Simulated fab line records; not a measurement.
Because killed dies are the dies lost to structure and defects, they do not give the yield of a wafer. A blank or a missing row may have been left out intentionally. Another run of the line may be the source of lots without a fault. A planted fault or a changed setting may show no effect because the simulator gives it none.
Problem report in the 8D (eight disciplines) form, filled by code -- flow nand harc -- the parts of the form that need people (team, actions taken, sign-off) are left out

1. THE PROBLEM
A mean of 294.9 W is read at NHARC_A_BONDPAD_ETCH_12 for rf fwd power W, taken on 1 wafer of 1 lot, against 496.9 W (standard deviation 1.7) on wafers free of any fault. That is -99 or more standard deviations from the usual mean.
The step: etches the open film in CHF3/O2, target depth 220 nm, time 110 s.
Seen first at day 31 08:14 on rie diel-06, wafer L766.4. The record has a number at this step for 39 wafers belonging to 13 lots. Rule for "out", or "out of limits": more than 4 standard deviations from the usual mean. All remaining wafers that have a number are taken as sound.

2. WHAT THIS IS AND IS NOT
question,is,is not
which readings at this step,"rf fwd power W, oes product au","drypump motor current A, rf vpp V, showerhead plenum p Torr, throttle valve pct"
which lots,L766,"L746, L747, L748, L749, L751, L752, L753, L754, L755, L756, L757, L769"
which wafers of those lots,L766.4,"L766.1, L766.5"
read on which tools,rie diel-06,"rie diel-01, rie diel-12"
when,from day 31 08:14,up to then (35 sound wafers); but 3 sound wafers of L769 came after

3. SUSPECTS, AND WHAT RULES EACH OUT
Counting: any tool at a process step up to the reading remains a suspect provided it ran every lot that is out. Sound lots after the first of them don't rule it out here, since some wafers of a struck lot are sound.
- pvd sputter-03 at NHARC_A_M1_PVD_21 (deposits Cu, target thk 30 nm, time 20.49 s): kept. L766, the lot that is out, went through it at day 31 07:55; up to then, the latest sound lot through it was L751 at day 25 16:34. Because NHARC_A_M1_PVD_21 lacks a start for some lots, the hours and order of its lots are taken from NHARC_A_BONDPAD_OVL_MEAS_35.
- rie diel-06 at NHARC_A_BONDPAD_ETCH_12 (etches the open film in CHF3/O2, target depth 220 nm, time 110 s): kept. L766, the lot that is out, went through it at day 31 08:14; up to then, the latest sound lot through it was L757 at day 27 20:14. Its own oes product au, rf fwd power W readings are out on those wafers.
- Within rie diel-06 at NHARC_A_BONDPAD_ETCH_12: the wafers that are out ran in chamber 1; their sound lot-mates ran in chambers 0, 3.
The count leaves rie diel-06 at NHARC_A_BONDPAD_ETCH_12 and pvd sputter-03 at NHARC_A_M1_PVD_21.

4. THE CAUSE (what the simulator had put in)
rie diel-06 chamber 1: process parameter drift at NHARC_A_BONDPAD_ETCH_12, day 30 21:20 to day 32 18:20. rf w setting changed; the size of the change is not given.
2 suspects survive the count, and this tool is in that group.

5. THE CHAIN OF EFFECTS, in route order
One row per reading whose mean, taken over the struck wafers that have a number, lies over 3 standard deviations from the usual. Readings are gone through only where the record gives a usual standard deviation; hours: the median, over the lots, of the time from a lot's start at the first step in this table giving one to that lot's start at this step; sigmas: the change measured in usual standard deviations.
hours,step,reading,usual,on struck wafers,change,sigmas
0,NHARC_A_BONDPAD_ETCH_12,oes product au,0.945 a.u.,0.710,-0.235,-9.4
0,NHARC_A_BONDPAD_ETCH_12,rf fwd power W,496.9 W,294.9,-202.0,-99 or more
It contains these process steps:
- NHARC_A_BONDPAD_ETCH_12: etches the open film in CHF3/O2, target depth 220 nm, time 110 s.

6. WHAT WOULD HAVE CAUGHT IT SOONER
In this record the first reading out of limits was taken at day 31 08:14, 11 hours after the fault began at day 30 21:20.
